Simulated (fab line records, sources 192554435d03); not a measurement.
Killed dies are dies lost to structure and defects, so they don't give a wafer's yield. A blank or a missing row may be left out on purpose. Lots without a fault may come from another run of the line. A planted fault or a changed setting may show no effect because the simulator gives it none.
Which tool did it? | flow n5_finfet | 9 lots, 27 wafers sampled, at 5 steps of a route of 1938

WHAT THE GAUGES READ, wafer by wafer
N5_BEOL_M4_RC_MEAS_101. Usual: DIBL_N 37.1 mV/V, standard deviation 2.6; DIBL_P 38 mV/V, standard deviation 3; IOFF_N 0.18 nA/um, standard deviation 0.052; IOFF_P 0.25 nA/um, standard deviation 0.06; ION_N 678 uA/um, standard deviation 15; ION_P 467 uA/um, standard deviation 8.6; SS_N 71.7 mV/dec, standard deviation 0.73; SS_P 73.7 mV/dec, standard deviation 0.89; VT_N 249 mV, standard deviation 4.3; VT_P -248 mV, standard deviation 3.8.
lot  | measured     | on        | DIBL_N (mV/V)  | DIBL_P (mV/V) | IOFF_N (nA/um) | IOFF_P (nA/um) | ION_N (uA/um) | ION_P (uA/um) | SS_N (mV/dec)  | SS_P (mV/dec)  | VT_N (mV)   | VT_P (mV)      | flag
L103 | day 12 18:28 | prober-02 | 40.6 38.6 39.5 | 39 38 37      | 0.20 0.19 0.19 | 0.30 0.30 0.26 | 661 674 692   | 466 477 475   | 73.0 71.6 71.4 | 74.1 74.0 73.9 | 248 247 248 | -244 -243 -247 |
L104 | day 12 09:07 | prober-02 | 34.7 33.9 34.8 | 34 33 35      | 0.13 0.12 0.13 | 0.22 0.19 0.23 | 659 661 674   | 464 461 475   | 71.6 71.3 71.1 | 73.4 72.3 72.6 | 251 253 255 | -247 -251 -246 |
L106 | day 12 01:53 | prober-02 | 37.1 38.0 34.7 | 39 41 37      | 0.18 0.21 0.14 | 0.24 0.29 0.21 | 674 686 667   | 463 476 463   | 72.0 71.8 70.5 | 74.2 74.3 73.3 | 250 249 252 | -248 -247 -247 |
L113 | day 14 04:21 | prober-02 | 38.4 38.2 38.4 | 40 39 41      | 0.22 0.21 0.22 | 0.28 0.25 0.30 | 711 687 685   | 479 465 471   | 72.2 71.8 72.6 | 73.7 73.8 74.4 | 246 247 246 | -248 -250 -246 |
L114 | day 14 05:19 | prober-01 | 34.6 38.4 40.5 | 36 38 41      | 0.12 0.18 0.23 | 0.22 0.24 0.32 | 669 671 693   | 471 469 476   | 71.3 71.9 72.6 | 73.4 73.8 74.8 | 256 250 246 | -249 -248 -243 |
L119 | day 15 15:13 | prober-02 | 38.0 33.1 35.1 | 38 34 35      | 0.18 0.10 0.13 | 0.25 0.17 0.18 | 675 655 666   | 464 458 455   | 72.1 70.9 71.4 | 73.6 73.0 73.5 | 250 258 253 | -248 -255 -253 |
L120 | day 17 18:43 | prober-01 | 43.7 38.2 37.7 | 45 38 37      | 0.34 0.18 0.17 | 0.39 0.24 0.23 | 692 696 677   | 472 478 467   | 73.6 71.0 71.5 | 75.9 73.4 74.3 | 243 249 250 | -243 -248 -248 |
L121 | day 16 07:49 | prober-02 | 36.5 37.0 38.3 | 39 39 41      | 0.19 0.19 0.23 | 0.26 0.26 0.30 | 704 674 700   | 484 462 477   | 71.2 72.0 71.3 | 74.6 73.8 74.7 | 244 248 245 | -243 -248 -248 |
L122 | day 16 15:21 | prober-02 | 39.7 40.2 38.0 | 42 42 39      | 0.26 0.25 0.22 | 0.32 0.33 0.26 | 694 682 681   | 474 475 466   | 72.8 72.6 72.4 | 75.2 74.5 74.2 | 241 246 245 | -245 -245 -246 |

WHICH TOOL RAN EACH LOT (tool, then ch and the chambers of the sampled wafers, then the start)
lot  | N5_WELL_APT_DESCUM_30             | N5_PMOS_HMC_CHANNEL_EPI_DESCUM_14 | N5_PMOS_HMC_CHANNEL_EPI_ETCH_32   | N5_PMOS_HMC_CHANNEL_EPI_STRIP_33
L103 | rie_diel-01 ch 0,3, day 2 16:03   | rie_diel-03 ch 0,2, day 2 18:19   | rie_diel-03 ch 0,2, day 2 18:23   | rie_diel-03 ch 0,2, day 2 18:31
L104 | rie_diel-04 ch 0,2,3, day 2 21:03 | rie_diel-06 ch 1,2, day 2 23:13   | rie_diel-06 ch 1,2, day 2 23:15   | rie_diel-06 ch 1,2, day 2 23:21
L106 | rie_diel-01 ch 0,2, day 3 10:55   | rie_diel-03 ch 2,3, day 3 13:21   | rie_diel-03 ch 2,3, day 3 13:23   | rie_diel-03 ch 2,3, day 3 13:29
L113 | rie_diel-04 ch 0,1, day 5 03:10   | rie_diel-03 ch 0,1,3, day 5 05:14 | rie_diel-03 ch 0,1,3, day 5 05:16 | rie_diel-03 ch 0,1,3, day 5 05:22
L114 | rie_diel-01 ch 0,2, day 5 09:09   | rie_diel-02 ch 2,3, day 5 11:13   | rie_diel-02 ch 2,3, day 5 11:14   | rie_diel-02 ch 2,3, day 5 11:20
L119 | rie_diel-04 ch 0,1,3, day 6 19:20 | rie_diel-02 ch 1,2,3, day 6 21:32 | rie_diel-02 ch 1,2,3, day 6 21:34 | rie_diel-02 ch 1,2,3, day 6 21:40
L120 | rie_diel-05 ch 0,3, day 6 20:55   | rie_diel-03 ch 0,1,3, day 6 23:15 | rie_diel-03 ch 0,1,3, day 6 23:17 | rie_diel-03 ch 0,1,3, day 6 23:23
L121 | rie_diel-01 ch 0,1,2, day 7 03:05 | rie_diel-06 ch 0,1,2, day 7 05:28 | rie_diel-06 ch 0,1,2, day 7 05:31 | rie_diel-06 ch 0,1,2, day 7 05:37
L122 | rie_diel-05 ch 1,2,3, day 7 09:10 | rie_diel-03 ch 0,1,2, day 7 11:27 | rie_diel-03 ch 0,1,2, day 7 11:29 | rie_diel-03 ch 0,1,2, day 7 11:35
- N5_WELL_APT_DESCUM_30: chemistry O2, time 7.9 s.
- N5_PMOS_HMC_CHANNEL_EPI_DESCUM_14: chemistry O2, time 7.9 s.
- N5_PMOS_HMC_CHANNEL_EPI_ETCH_32: etches BARC in N2/H2, stops on SiO2, target depth 85.8 nm, time 50.3 s.
- N5_PMOS_HMC_CHANNEL_EPI_STRIP_33: strips in N2/H2.

WHAT THE TOOLS THEMSELVES READ (means of the sampled wafers that have a number; where no wafer has one, the mark that the record gives instead)
N5_WELL_APT_DESCUM_30. Usual: drypump_motor_current_A 5.6 A, standard deviation 0.55; oes_product_au 0.78 a.u., standard deviation 0.09; rf_vpp_V 243.2 V, standard deviation 1.2; showerhead_plenum_p_Torr 2.10 Torr, standard deviation 0.056; throttle_valve_pct 20.19 %, standard deviation 0.2.
lot  | tool        | drypump_motor_current_A (A) | oes_product_au (a.u.) | rf_vpp_V (V) | showerhead_plenum_p_Torr (Torr) | throttle_valve_pct (%) | flag
L103 | rie_diel-01 | 5.6                         | 0.86                  | 242.3        | 2.08                            | 20.12                  |
L104 | rie_diel-04 | 5.7                         | 0.75                  | 243.8        | 2.12                            | 20.09                  |
L106 | rie_diel-01 | 5.3                         | 0.72                  | 241.9        | 2.04                            | 20.36                  |
L113 | rie_diel-04 | 6.0                         | 0.77                  | 242.9        | 2.09                            | 20.22                  |
L114 | rie_diel-01 | 5.3                         | 0.71                  | 241.6        | 2.03                            | 20.37                  |
L119 | rie_diel-04 | 6.2                         | 0.78                  | 243.8        | 2.12                            | 20.27                  |
L120 | rie_diel-05 | 5.3                         | 0.91                  | 243.1        | 2.07                            | 20.11                  |
L121 | rie_diel-01 | 5.3                         | 0.73                  | 243.5        | 2.09                            | 20.41                  |
L122 | rie_diel-05 | 5.7                         | 0.88                  | 242.9        | 2.06                            | 19.98                  |

N5_PMOS_HMC_CHANNEL_EPI_DESCUM_14. Usual: drypump_motor_current_A 5.7 A, standard deviation 0.38; oes_product_au 0.81 a.u., standard deviation 0.091; rf_vpp_V 243.6 V, standard deviation 1.6; showerhead_plenum_p_Torr 2.12 Torr, standard deviation 0.078; throttle_valve_pct 20.3 %, standard deviation 0.31.
lot  | tool        | drypump_motor_current_A (A) | oes_product_au (a.u.) | rf_vpp_V (V) | showerhead_plenum_p_Torr (Torr) | throttle_valve_pct (%) | flag
L103 | rie_diel-03 | 6.2                         | 0.88                  | 244.1        | 2.17                            | 20.2                   |
L104 | rie_diel-06 | 5.4                         | 0.69                  | 244.2        | 2.15                            | 20.4                   |
L106 | rie_diel-03 | 5.9                         | 0.94                  | 246.1        | 2.21                            | 20.1                   |
L113 | rie_diel-03 | 5.7                         | 0.83                  | 243.5        | 2.17                            | 20.4                   |
L114 | rie_diel-02 | 5.7                         | 0.77                  | 240.8        | 2.03                            | 20.5                   |
L119 | rie_diel-02 | 5.7                         | 0.79                  | 242.0        | 2.05                            | 20.4                   |
L120 | rie_diel-03 | 5.7                         | 0.83                  | 244.4        | 2.17                            | 20.4                   |
L121 | rie_diel-06 | 5.6                         | 0.81                  | 243.9        | 2.13                            | 20.2                   |
L122 | rie_diel-03 | 6.0                         | 0.81                  | 244.1        | 2.17                            | 20.5                   |

N5_PMOS_HMC_CHANNEL_EPI_ETCH_32. Usual: drypump_motor_current_A 5.7 A, standard deviation 0.38; oes_product_au 0.69 a.u., standard deviation 0.075; rf_vpp_V 524.8 V, standard deviation 2.6; showerhead_plenum_p_Torr 2.57 Torr, standard deviation 0.1; throttle_valve_pct 17.8 %, standard deviation 0.3.
lot  | tool        | drypump_motor_current_A (A) | oes_product_au (a.u.) | rf_vpp_V (V) | showerhead_plenum_p_Torr (Torr) | throttle_valve_pct (%) | flag
L103 | rie_diel-03 | 6.2                         | 0.73                  | 525.9        | 2.62                            | 17.5                   |
L104 | rie_diel-06 | 5.4                         | 0.60                  | 525.7        | 2.62                            | 17.9                   |
L106 | rie_diel-03 | 5.9                         | 0.80                  | 528.0        | 2.72                            | 17.8                   |
L113 | rie_diel-03 | 5.7                         | 0.71                  | 525.7        | 2.63                            | 17.8                   |
L114 | rie_diel-02 | 5.8                         | 0.66                  | 521.1        | 2.43                            | 17.7                   |
L119 | rie_diel-02 | 5.7                         | 0.66                  | 522.5        | 2.48                            | 17.7                   |
L120 | rie_diel-03 | 5.7                         | 0.70                  | 526.5        | 2.63                            | 17.9                   |
L121 | rie_diel-06 | 5.6                         | 0.69                  | 525.1        | 2.59                            | 17.6                   |
L122 | rie_diel-03 | 6.1                         | 0.68                  | 525.8        | 2.62                            | 17.8                   |

N5_PMOS_HMC_CHANNEL_EPI_STRIP_33. Usual: bias_power_w 8.001 W, standard deviation 0.023; chamber_pressure_mTorr 49.99 mTorr, standard deviation 0.094; drypump_motor_current_A 5.7 A, standard deviation 0.38; oes_product_au 0.81 a.u., standard deviation 0.092; rf_vpp_V 54.4 V, standard deviation 1.6; showerhead_plenum_p_Torr 3.40 Torr, standard deviation 0.13; throttle_valve_pct 18.8 %, standard deviation 0.52.
lot  | tool        | bias_power_w (W) | chamber_pressure_mTorr (mTorr) | drypump_motor_current_A (A) | oes_product_au (a.u.) | rf_vpp_V (V) | showerhead_plenum_p_Torr (Torr) | throttle_valve_pct (%) | flag
L103 | rie_diel-03 | 8.013            | 50.04                          | 6.2                         | 0.87                  | 54.3         | 3.46                            | 18.4                   |
L104 | rie_diel-06 | 7.991            | 50.04                          | 5.4                         | 0.69                  | 54.5         | 3.46                            | 18.8                   |
L106 | rie_diel-03 | 7.993            | 49.99                          | 5.9                         | 0.94                  | 55.4         | 3.59                            | 19.1                   |
L113 | rie_diel-03 | -                | -                              | -                           | -                     | -            | -                               | -                      | OFF
L114 | rie_diel-02 | -                | -                              | -                           | -                     | -            | -                               | -                      | OFF
L119 | rie_diel-02 | 7.995            | 50.01                          | 5.7                         | 0.78                  | 54.3         | 3.28                            | 18.7                   |
L120 | rie_diel-03 | 7.998            | 49.99                          | 5.7                         | 0.83                  | 53.2         | 3.47                            | 19.0                   |
L121 | rie_diel-06 | 7.986            | 49.97                          | 5.7                         | 0.80                  | 55.5         | 3.41                            | 18.4                   |
L122 | rie_diel-03 | 8.010            | 49.97                          | 6.1                         | 0.81                  | 53.5         | 3.47                            | 18.9                   |

THE ANSWER, worked out from the rows above alone
Rule: a lot is off if the mean of its wafers that have a number lies more than 3 standard deviations from the usual mean. A lot without any number at a reading at which 4 lots or more have one is off too. The other lots that the step has rows for count as sound. The gauges are gone through in route order, then the tools' own readings, and for those a lot's mean is taken as printed above. The first step at which some lot is off is used, and at that step the reading that is off furthest; a lot without a number counts as furthest.
Off: L113, L114, at N5_PMOS_HMC_CHANNEL_EPI_STRIP_33 (bias_power_w). Without a number there: L113, L114.
A tool fits if, at that step or a process step before it, it ran every lot that is off, and no sound lot after the first of them. None of those tried fits.

WHAT THE SIMULATOR HAD PUT IN
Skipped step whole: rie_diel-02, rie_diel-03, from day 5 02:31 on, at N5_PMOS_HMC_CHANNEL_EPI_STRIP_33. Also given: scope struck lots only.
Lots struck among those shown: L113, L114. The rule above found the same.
